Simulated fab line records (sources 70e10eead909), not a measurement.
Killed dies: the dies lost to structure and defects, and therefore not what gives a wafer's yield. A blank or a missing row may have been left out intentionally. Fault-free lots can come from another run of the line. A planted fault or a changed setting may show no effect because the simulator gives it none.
8D (eight disciplines) problem report, filled in by code :: flow nand-harc :: the parts of the form that need people (team, actions taken, sign-off) are left out

1. THE ISSUE
Wafers without a fault read 30.000 s, standard deviation 0.0098; overpolish-run-s at NHARC_A_BLC_CMP_25 reads a mean of 16.666 s on 3 wafers belonging to 2 lots. So: -99 or more standard deviations from the usual mean.
The step: polishes, t overpolish 30 s, target thk 150 nm.
Earliest sighting: wafer L585.3 on cmp-02 at day 20 23:03. Wafers with a number at this step in the record: 40, from 14 lots. Rule for "out", or "out of limits": more than 4 standard deviations from the usual mean. The other wafers with a number count as sound.

2. WHAT IT IS, WHAT IT ISN'T
question: which readings at this step
is: overpolish-run-s, time-to-endpoint-s
is not: motor-current-A

question: which lots
is: L584, L585
is not: L569, L570, L571, L574, L575, L577, L578, L579, L581, L587, L591, L592

question: which wafers of those lots
is: L584.5, L585.3, L585.5
is not: L584.1

question: read on which tools
is: cmp-02
is not: cmp-03, cmp-04

question: when
is: from day 20 23:03
is not: up to then (27 sound wafers); but 10 sound wafers of L584, L587, L591, L592 came after

3. SUSPECTS, AND WHAT RULES EACH OUT
Counting: if a tool at a process step up to the reading ran every lot that is out, it stays a suspect. Sound lots after the first of them don't rule it out here, since some wafers of a struck lot are sound.
- cmp-02 at NHARC_A_BLC_CMP_25 (polishes, t overpolish 30 s, target thk 150 nm): kept. It ran every lot that is out, first L585 (day 20 23:03); its last sound lot up to then is L578 (day 19 08:23). Out on those wafers are its own readings of overpolish-run-s, time-to-endpoint-s.
After counting, what remains is cmp-02 at NHARC_A_BLC_CMP_25.

4. THE CAUSE (what the simulator had put in)
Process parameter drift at NHARC_A_BLC_CMP_25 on cmp-02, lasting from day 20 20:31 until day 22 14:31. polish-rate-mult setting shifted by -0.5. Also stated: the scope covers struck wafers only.
The count eliminated every tool but this one.

5. THE CHAIN OF EFFECTS, in route order
Each row: a reading where the mean over the struck wafers with a number is more than 3 standard deviations away from the usual. Only readings whose record carries a usual standard deviation are examined. hours: median over the lots of the time between each lot's start at the first step of this table that gives one and its start at this step. sigmas: the change, counted in usual standard deviations.
hours: 0
step: NHARC_A_BLC_CMP_25
reading: overpolish-run-s
usual: 30.000 s
on struck wafers: 16.666
change: -13.334
sigmas: -99 or more

hours: 0
step: NHARC_A_BLC_CMP_25
reading: time-to-endpoint-s
usual: 30 s
on struck wafers: 61
change: +31
sigmas: +9.1
Here are the process steps it includes:
- NHARC_A_BLC_CMP_25: polishes, t overpolish 30 s, target thk 150 nm.

6. WHAT WOULD HAVE CAUGHT IT SOONER
3 hours passed between the start of the fault at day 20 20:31 and the first reading out of limits in this record, taken at day 20 23:03.
